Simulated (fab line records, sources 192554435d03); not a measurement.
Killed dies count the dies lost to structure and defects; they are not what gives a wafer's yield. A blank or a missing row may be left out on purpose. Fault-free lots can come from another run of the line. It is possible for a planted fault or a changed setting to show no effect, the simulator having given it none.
fab line records | flow n5Finfet | part 2 of 2: steps 5 to 6 of 6
record lots=22 | wafers=66 | lastDay=17
route steps=1938 shown MOL_CONTACT_COAG@608 BEOL_M0_SAQP@633 BEOL_M0_CUTY@711
lots untouched by any fault: they come from a run of this same line in which no faults occurred
startH: start of the lot's first displayed wafer, in hours after the record's first day | waitH: hours from the lot's prior step to this one | " the same as in the row above | L1.1+2: a single row standing in for several wafers | - no value, or no start was given | * or withheld: withheld | < > ~ a bound
route shown NAME@n: NAME is a module with steps in the file, n the number in the route of the first one | usual: the fault-free wafers' mean and standard deviation | same: alike in all rows | chamber/n: place in a boat | sites: each site's reading | _std_site: standard deviation across them | _edge_site: inner sites' mean taken away from outer sites' mean | radiusMm: for every site, how far away it sits from the centre of the wafer | mask NAME#n: copy n | behind: the most recent tool/chamber to have shaped the wafer | hold: reason for holding the lot/hours on hold/outcome of the hold | device: the n, p or np transistor that did not switch | end of line: tests of these same wafers at the route's end | where a step has no rows: the recipe by itself | killed: the dies lost at the first sort to structure and to defects; this is not the yield of the wafer | map: per-die view of a wafer (x killed, . not killed, _ where there is no die)
set.NAME: the setting the step ran with; set.NAME@STEP: the setting that earlier step ran with | model.NAME: the simulator's own value behind a step, which no gauge read
route steps across a sampled set of lots; one table per step, one row per wafer
services: the hour from which a tool's chamber was out of use, counted from the record's first day as startH (under 0 if before that day), plus the number of hours and why
## steps
# step N5_BEOL_M0_SAQP_ETCH_84
# recipe chemistry=N2/H2 | target=SOC | targetDepthA=1000 | overetchA=200 | maskMaterial=SiARC | tempC=40 | timeS=150 | ionEnergyEv=200 | pressureMtorr=30 | sourceW=840 | biasW=150 | n2FlowSccm=200 | h2FlowSccm=200
# usual drypumpMotorCurrentA=5.6/0.45 | n2FlowSccm=200.0/0.63 | oesProductAu=0.68/0.071 | rfVppV=523.5/2.6 | showerheadPlenumPTorr=2.53/0.082 | throttleValvePct=17.89/0.28
lot.wafer | tool       | chamber | startH | waitH | drypumpMotorCurrentA | n2FlowSccm | oesProductAu | rfHoursCounterH | rfVppV | showerheadPlenumPTorr | throttleValvePct
L075.3    | rieDiel-04 | 2       | 112.44 | 0.0   | 5.7                  | 198.4      | 0.67         | 155             | 525.7  | 2.65                  | 17.46
L075.4    | "          | 1       | "      | "     | 6.1                  | 198.9      | 0.61         | -               | 522.7  | 2.51                  | 17.98
L075.6    | "          | 2       | "      | "     | 5.7                  | 198.8      | 0.67         | -               | 526.9  | 2.65                  | 17.46
L076.3    | rieDiel-04 | 0       | 127.34 | 0.0   | 4.7                  | 199.2      | 0.63         | 181             | 520.7  | 2.43                  | 18.13
L076.4    | "          | 0       | "      | "     | 4.7                  | 200.2      | 0.64         | -               | 522.0  | 2.43                  | 18.14
L076.6    | "          | 2       | "      | "     | 5.8                  | 200.5      | 0.66         | -               | 526.6  | 2.65                  | 17.47
L077.2    | rieDiel-03 | 0       | 129.55 | 0.0   | 5.7                  | 199.1      | 0.66         | 135             | 525.8  | 2.67                  | 18.11
L077.5    | "          | 3       | "      | "     | 5.2                  | 200.0      | 0.68         | -               | 526.0  | 2.64                  | 17.82
L077.6    | "          | 2       | "      | "     | 5.5                  | 198.0      | 0.68         | -               | 518.8  | 2.44                  | 18.06
L078.1    | rieDiel-03 | 1       | 140.65 | 0.0   | 5.8                  | 199.7      | 0.68         | 170             | 524.3  | 2.53                  | 17.95
L078.3    | "          | 0       | "      | "     | 5.7                  | 199.8      | 0.66         | 138             | 527.0  | 2.67                  | 18.11
L078.6    | "          | 1       | "      | "     | 5.8                  | 200.2      | 0.67         | -               | 523.0  | 2.53                  | 17.96
L079.1    | rieDiel-01 | 3       | 145.54 | 0.0   | 5.8                  | 200.5      | 0.67         | 165             | 519.9  | 2.44                  | 17.79
L079.3    | "          | 0       | "      | "     | 5.3                  | 198.9      | 0.63         | 238             | 526.4  | 2.60                  | 18.17
L079.5    | "          | 3       | "      | "     | 5.8                  | 200.6      | 0.66         | -               | 521.1  | 2.44                  | 17.81
L080.1    | rieDiel-01 | 3       | 148.10 | 0.0   | 5.8                  | 200.2      | 0.66         | 166             | 520.2  | 2.44                  | 17.80
L080.2    | "          | 1       | "      | "     | 6.0                  | 200.7      | 0.80         | 23              | 524.5  | 2.58                  | 17.37
L080.4    | "          | 0       | "      | "     | 5.3                  | 200.5      | 0.63         | 239             | 527.0  | 2.60                  | 18.15
L081.2    | rieDiel-01 | 3       | 151.11 | 0.0   | 5.8                  | 200.2      | 0.67         | 167             | 520.1  | 2.44                  | 17.80
L081.5    | "          | 2       | "      | "     | 6.2                  | 199.1      | 0.67         | -               | 524.0  | 2.54                  | 18.01
L081.6    | "          | 1       | "      | "     | 6.0                  | 200.5      | 0.80         | -               | 526.5  | 2.58                  | 17.37
L082.1    | rieDiel-04 | 0       | 155.50 | 0.0   | 4.7                  | 199.8      | 0.63         | 193             | 520.6  | 2.42                  | 18.15
L082.2    | "          | 2       | "      | "     | 5.7                  | 199.7      | 0.65         | 173             | 526.0  | 2.64                  | 17.50
L082.3    | "          | 3       | "      | "     | 6.0                  | 199.5      | 0.65         | 209             | 523.3  | 2.51                  | 18.20
L083.3    | rieDiel-04 | 2       | 163.27 | 0.0   | 5.7                  | 200.9      | 0.65         | 176             | 525.5  | 2.64                  | 17.47
L083.4    | "          | 2       | "      | "     | 5.7                  | 200.8      | 0.66         | -               | 527.8  | 2.64                  | 17.50
L083.5    | "          | 3       | "      | "     | 5.9                  | 200.0      | 0.65         | -               | 523.3  | 2.51                  | 18.18
L084.3    | rieDiel-04 | 3       | 169.83 | 0.0   | 5.9                  | 199.8      | 0.65         | 214             | 522.6  | 2.51                  | 18.19
L084.4    | "          | 0       | "      | "     | 4.7                  | 200.0      | 0.62         | -               | 521.6  | 2.42                  | 18.18
L084.6    | "          | 3       | "      | "     | 6.0                  | 199.4      | 0.64         | -               | 523.0  | 2.51                  | 18.19
L085.2    | rieDiel-04 | 0       | 180.33 | 0.0   | 4.7                  | 199.6      | 0.62         | 202             | 520.1  | 2.42                  | 18.18
L085.4    | "          | 2       | "      | "     | 5.7                  | 200.3      | 0.64         | 183             | 527.2  | 2.64                  | 17.52
L085.5    | "          | 3       | "      | "     | 5.9                  | 200.9      | 0.64         | -               | 521.9  | 2.51                  | 18.20
L086.2    | rieDiel-03 | 2       | 184.01 | 0.0   | 5.5                  | 199.8      | 0.67         | 166             | 520.9  | 2.43                  | 18.08
L086.3    | "          | 3       | "      | "     | 5.2                  | 200.4      | 0.67         | 179             | 527.8  | 2.63                  | 17.85
L086.5    | "          | 2       | "      | "     | 5.5                  | 198.9      | 0.67         | -               | 521.4  | 2.43                  | 18.08
L087.3    | rieDiel-01 | 1       | 188.97 | 0.0   | 6.0                  | 199.2      | 0.78         | 35              | 525.2  | 2.57                  | 17.39
L087.4    | "          | 1       | "      | "     | 6.0                  | 199.6      | 0.78         | -               | 525.7  | 2.57                  | 17.39
L087.5    | "          | 3       | "      | "     | 5.8                  | 200.1      | 0.66         | -               | 520.3  | 2.43                  | 17.80
L088.1    | rieDiel-04 | 3       | 197.30 | 0.0   | 6.0                  | 200.6      | 0.64         | 224             | 522.9  | 2.51                  | 18.22
L088.3    | "          | 1       | "      | "     | 6.1                  | 199.5      | 0.87         | 5               | 523.7  | 2.50                  | 17.55
L088.5    | "          | 2       | "      | "     | 5.7                  | 200.0      | 0.65         | -               | 527.0  | 2.63                  | 17.52
L089.1    | rieDiel-04 | 0       | 202.26 | 0.0   | 4.7                  | 200.0      | 0.62         | 209             | 519.6  | 2.42                  | 18.18
L089.5    | "          | 1       | "      | "     | 6.1                  | 200.3      | 0.86         | -               | 523.9  | 2.50                  | 17.56
L089.6    | "          | 2       | "      | "     | 5.7                  | 199.1      | 0.64         | -               | 524.9  | 2.63                  | 17.53
L091.1    | rieDiel-01 | 0       | 214.10 | 0.0   | 5.3                  | 199.7      | 0.87         | 2               | 526.8  | 2.59                  | 17.77
L091.2    | "          | 2       | "      | "     | 6.3                  | 200.1      | 0.66         | 177             | 524.1  | 2.54                  | 18.04
L091.6    | "          | 3       | "      | "     | 5.8                  | 200.4      | 0.65         | -               | 519.6  | 2.43                  | 17.81
L092.1    | rieDiel-03 | 1       | 220.47 | 0.0   | 5.8                  | 200.7      | 0.66         | 194             | 523.6  | 2.52                  | 18.00
L092.3    | "          | 2       | "      | "     | 5.5                  | 200.6      | 0.66         | 180             | 521.9  | 2.42                  | 18.10
L092.4    | "          | 3       | "      | "     | 5.2                  | 201.0      | 0.66         | 193             | 525.4  | 2.62                  | 17.88
L093.2    | rieDiel-01 | 0       | 224.77 | 0.0   | 5.3                  | 201.0      | 0.85         | 6               | 525.5  | 2.59                  | 17.76
L093.4    | "          | 3       | "      | "     | 5.8                  | 201.1      | 0.65         | 193             | 520.1  | 2.43                  | 17.84
L093.5    | "          | 0       | "      | "     | 5.3                  | 200.1      | 0.85         | -               | 524.4  | 2.59                  | 17.75
L094.1    | rieDiel-04 | 1       | 231.34 | 0.0   | 6.1                  | 200.2      | 0.84         | 17              | 521.5  | 2.49                  | 17.57
L094.2    | "          | 3       | "      | "     | 6.0                  | 199.8      | 0.63         | 234             | 525.2  | 2.50                  | 18.23
L094.3    | "          | 0       | "      | "     | 4.7                  | 200.0      | 0.61         | 219             | 519.5  | 2.41                  | 18.22
L095.2    | rieDiel-03 | 3       | 234.45 | 0.0   | 5.3                  | 200.2      | 0.66         | 199             | 525.7  | 2.62                  | 17.88
L095.3    | "          | 1       | "      | "     | 5.8                  | 200.2      | 0.66         | 199             | 523.4  | 2.52                  | 18.01
L095.5    | "          | 2       | "      | "     | 5.5                  | 200.5      | 0.65         | -               | 520.3  | 2.42                  | 18.11
L096.2    | rieDiel-04 | 1       | 237.82 | 0.0   | 6.1                  | 200.2      | 0.83         | 19              | 521.5  | 2.49                  | 17.58
L096.4    | "          | 0       | "      | "     | 4.7                  | 199.4      | 0.61         | 221             | 519.7  | 2.41                  | 18.21
L096.5    | "          | 0       | "      | "     | 4.7                  | 200.8      | 0.61         | -               | 519.3  | 2.41                  | 18.21
L097.1    | rieDiel-04 | 3       | 243.24 | 0.0   | 6.0                  | 200.8      | 0.63         | 239             | 522.0  | 2.50                  | 18.25
L097.3    | "          | 1       | "      | "     | 6.1                  | 200.4      | 0.83         | 21              | 522.1  | 2.49                  | 17.59
L097.5    | "          | 3       | "      | "     | 6.0                  | 199.5      | 0.62         | -               | 522.4  | 2.50                  | 18.24
# step N5_BEOL_M0_CUTY_DESCUM_61
# recipe chemistry=O2 | timeS=7.9 | sourcePowerW=50 | biasPowerW=20 | pressureMtorr=20 | rfFrequencyHz=2.712e+07 | tempC=40 | resist=CAR-ArF-block | o2FlowSccm=225
# usual drypumpMotorCurrentA=5.9/0.48 | oesProductAu=0.77/0.061 | rfVppV=243.5/1.1 | showerheadPlenumPTorr=2.12/0.052 | throttleValvePct=20.56/0.27
lot.wafer | tool       | chamber | startH | waitH | drypumpMotorCurrentA | oesProductAu | rfHoursCounterH | rfVppV | showerheadPlenumPTorr | throttleValvePct
L075.3    | rieDiel-02 | 0       | 119.58 | 0.0   | 6.5                  | 0.88         | 40              | 246.4  | 2.21                  | 20.32
L075.4    | "          | 1       | "      | "     | 6.3                  | 0.71         | 209             | 243.1  | 2.06                  | 20.15
L075.6    | "          | 0       | "      | "     | 6.5                  | 0.89         | -               | 244.1  | 2.21                  | 20.31
L076.3    | rieDiel-02 | 1       | 133.72 | 0.0   | 6.3                  | 0.71         | 213             | 243.3  | 2.06                  | 20.18
L076.4    | "          | 2       | "      | "     | 5.1                  | 0.72         | 178             | 243.3  | 2.10                  | 20.96
L076.6    | "          | 0       | "      | "     | 6.5                  | 0.88         | -               | 244.5  | 2.20                  | 20.33
L077.2    | rieDiel-02 | 2       | 136.08 | 0.2   | 5.1                  | 0.73         | 179             | 243.3  | 2.10                  | 20.96
L077.5    | "          | 0       | "      | "     | 6.5                  | 0.88         | -               | 244.7  | 2.20                  | 20.32
L077.6    | "          | 3       | "      | "     | 5.9                  | 0.77         | -               | 244.1  | 2.11                  | 20.73
L078.1    | rieDiel-02 | 3       | 145.95 | 0.0   | 5.9                  | 0.77         | 112             | 242.9  | 2.11                  | 20.74
L078.3    | "          | 1       | "      | "     | 6.3                  | 0.71         | 216             | 244.3  | 2.06                  | 20.17
L078.6    | "          | 0       | "      | "     | 6.5                  | 0.88         | -               | 246.1  | 2.20                  | 20.34
L079.1    | rieDiel-06 | 3       | 151.34 | 0.6   | 5.7                  | 0.83         | 79              | 243.5  | 2.13                  | 20.63
L079.3    | "          | 1       | "      | "     | 5.7                  | 0.70         | 195             | 244.9  | 2.18                  | 20.62
L079.5    | "          | 3       | "      | "     | 5.7                  | 0.84         | -               | 243.8  | 2.13                  | 20.61
L080.1    | rieDiel-02 | 3       | 154.13 | 0.7   | 5.9                  | 0.77         | 115             | 244.5  | 2.11                  | 20.74
L080.2    | "          | 0       | "      | "     | 6.5                  | 0.87         | 49              | 244.7  | 2.20                  | 20.34
L080.4    | "          | 1       | "      | "     | 6.3                  | 0.71         | 219             | 242.6  | 2.06                  | 20.17
L081.2    | rieDiel-06 | 1       | 156.63 | 0.0   | 5.7                  | 0.69         | 198             | 244.8  | 2.17                  | 20.62
L081.5    | "          | 1       | "      | "     | 5.7                  | 0.69         | -               | 244.4  | 2.17                  | 20.62
L081.6    | "          | 0       | "      | "     | 6.4                  | 0.71         | -               | 243.4  | 2.09                  | 20.88
L082.1    | rieDiel-05 | 0       | 163.44 | 0.0   | 5.5                  | 0.80         | 111             | 242.5  | 2.11                  | 20.71
L082.2    | "          | 2       | "      | "     | 4.9                  | 0.74         | 181             | 243.7  | 2.17                  | 20.14
L082.3    | "          | 1       | "      | "     | 6.2                  | 0.85         | 76              | 242.4  | 2.12                  | 20.61
L083.3    | rieDiel-05 | 3       | 169.14 | 0.8   | 5.5                  | 0.82         | 88              | 244.2  | 2.23                  | 20.37
L083.4    | "          | 3       | "      | "     | 5.5                  | 0.83         | -               | 245.6  | 2.23                  | 20.38
L083.5    | "          | 0       | "      | "     | 5.5                  | 0.80         | -               | 244.1  | 2.11                  | 20.72
L084.3    | rieDiel-02 | 3       | 176.08 | 0.4   | 5.9                  | 0.77         | 117             | 244.2  | 2.11                  | 20.74
L084.4    | "          | 2       | "      | "     | 5.1                  | 0.73         | 187             | 243.7  | 2.10                  | 20.97
L084.6    | "          | 3       | "      | "     | 5.9                  | 0.77         | -               | 243.1  | 2.11                  | 20.74
L085.2    | rieDiel-06 | 2       | 187.28 | 0.0   | 5.5                  | 0.78         | 119             | 244.3  | 2.09                  | 20.26
L085.4    | "          | 3       | "      | "     | 5.7                  | 0.82         | 94              | 242.8  | 2.12                  | 20.63
L085.5    | "          | 2       | "      | "     | 5.5                  | 0.78         | -               | 242.3  | 2.09                  | 20.25
L086.2    | rieDiel-02 | 1       | 190.99 | 0.0   | 6.3                  | 0.70         | 226             | 243.2  | 2.05                  | 20.19
L086.3    | "          | 0       | "      | "     | 6.5                  | 0.87         | 57              | 244.4  | 2.20                  | 20.35
L086.5    | "          | 1       | "      | "     | 6.3                  | 0.70         | -               | 243.1  | 2.05                  | 20.18
L087.3    | rieDiel-02 | 2       | 196.25 | 0.8   | 5.1                  | 0.72         | 193             | 242.1  | 2.09                  | 20.97
L087.4    | "          | 1       | "      | "     | 6.3                  | 0.69         | 228             | 242.5  | 2.05                  | 20.20
L087.5    | "          | 2       | "      | "     | 5.1                  | 0.71         | -               | 243.2  | 2.09                  | 20.97
L088.1    | rieDiel-05 | 3       | 202.99 | 0.0   | 5.5                  | 0.81         | 101             | 244.3  | 2.22                  | 20.41
L088.3    | "          | 0       | "      | "     | 5.5                  | 0.77         | 129             | 241.6  | 2.11                  | 20.73
L088.5    | "          | 0       | "      | "     | 5.5                  | 0.78         | -               | 243.0  | 2.11                  | 20.74
L089.1    | rieDiel-05 | 2       | 207.54 | 0.0   | 4.9                  | 0.73         | 196             | 244.0  | 2.17                  | 20.18
L089.5    | "          | 0       | "      | "     | 5.5                  | 0.78         | -               | 243.6  | 2.10                  | 20.75
L089.6    | "          | 1       | "      | "     | 6.2                  | 0.82         | -               | 242.6  | 2.12                  | 20.63
L091.1    | rieDiel-06 | 1       | 220.16 | 0.0   | 5.7                  | 0.68         | 220             | 245.0  | 2.17                  | 20.65
L091.2    | "          | 2       | "      | "     | 5.5                  | 0.76         | 132             | 241.1  | 2.09                  | 20.27
L091.6    | "          | 2       | "      | "     | 5.5                  | 0.76         | -               | 243.4  | 2.09                  | 20.25
L092.1    | rieDiel-02 | 0       | 226.26 | 0.6   | 6.6                  | 0.84         | 71              | 244.5  | 2.19                  | 20.37
L092.3    | "          | 3       | "      | "     | 5.9                  | 0.74         | 136             | 242.1  | 2.10                  | 20.79
L092.4    | "          | 2       | "      | "     | 5.1                  | 0.70         | 204             | 245.1  | 2.09                  | 20.98
L093.2    | rieDiel-02 | 1       | 230.07 | 0.1   | 6.3                  | 0.69         | 242             | 243.1  | 2.05                  | 20.23
L093.4    | "          | 1       | "      | "     | 6.3                  | 0.68         | -               | 241.7  | 2.05                  | 20.21
L093.5    | "          | 3       | "      | "     | 5.9                  | 0.74         | -               | 244.3  | 2.10                  | 20.76
L094.1    | rieDiel-02 | 3       | 236.73 | 0.2   | 5.9                  | 0.73         | 140             | 242.8  | 2.10                  | 20.77
L094.2    | "          | 0       | "      | "     | 6.5                  | 0.83         | 76              | 244.1  | 2.19                  | 20.37
L094.3    | "          | 1       | "      | "     | 6.3                  | 0.69         | 244             | 242.9  | 2.05                  | 20.21
L095.2    | rieDiel-02 | 0       | 240.81 | 0.0   | 6.6                  | 0.83         | 78              | 244.4  | 2.19                  | 20.38
L095.3    | "          | 2       | "      | "     | 5.1                  | 0.70         | 204             | 242.1  | 2.09                  | 21.00
L095.5    | "          | 2       | "      | "     | 5.1                  | 0.70         | -               | 242.4  | 2.09                  | 20.99
L096.2    | rieDiel-06 | 3       | 245.50 | 0.0   | 5.7                  | 0.80         | 111             | 242.7  | 2.11                  | 20.65
L096.4    | "          | 1       | "      | "     | 5.7                  | 0.67         | 228             | 244.7  | 2.16                  | 20.66
L096.5    | "          | 1       | "      | "     | 5.7                  | 0.68         | -               | 243.0  | 2.16                  | 20.66
L097.1    | rieDiel-05 | 2       | 249.22 | 0.2   | 4.9                  | 0.72         | 211             | 245.3  | 2.16                  | 20.20
L097.3    | "          | 1       | "      | "     | 6.2                  | 0.80         | 111             | 243.1  | 2.11                  | 20.67
L097.5    | "          | 3       | "      | "     | 5.5                  | 0.78         | -               | 245.8  | 2.22                  | 20.41
## services
tool           | chamber | startH | hours | kind
aldSin-04      | -       | 85.96  | 14.0  | pm
pecvd-01       | 1       | 87.10  | 7.3   | repair
rieDiel-01     | 3       | 89.35  | 5.1   | repair
rieDiel-01     | -       | 103.88 | 18.9  | repair
rieDiel-04     | 3       | 109.90 | 12.2  | repair
aldSin-02      | -       | 112.32 | 0.6   | repair
rieDiel-04     | 3       | 126.58 | 27.6  | repair
rieDiel-01     | -       | 126.93 | 0.3   | repair
pecvd-04       | -       | 129.76 | 2.1   | repair
pecvd-04       | -       | 134.06 | 2.2   | repair
aldSin-02      | -       | 134.75 | 2.8   | pm
pecvd-01       | 0       | 135.19 | 14.8  | repair
rieDiel-04     | -       | 138.91 | 0.5   | repair
rieDiel-02     | -       | 156.72 | 16.8  | repair
aldSin-02      | -       | 177.21 | 14.0  | pm
pecvd-01       | -       | 178.46 | 0.7   | repair
pecvd-01       | -       | 195.58 | 6.0   | pm
plasmaAsher-01 | -       | 202.47 | 0.5   | repair
rieDiel-01     | 1       | 203.57 | 15.6  | repair
aldSin-02      | -       | 206.42 | 0.3   | repair
pecvd-04       | -       | 218.53 | 6.0   | pm
rieDiel-02     | 2       | 226.34 | 13.2  | repair
rieDiel-04     | 0       | 241.77 | 2.9   | repair
rieDiel-03     | 3       | 243.02 | 4.6   | repair
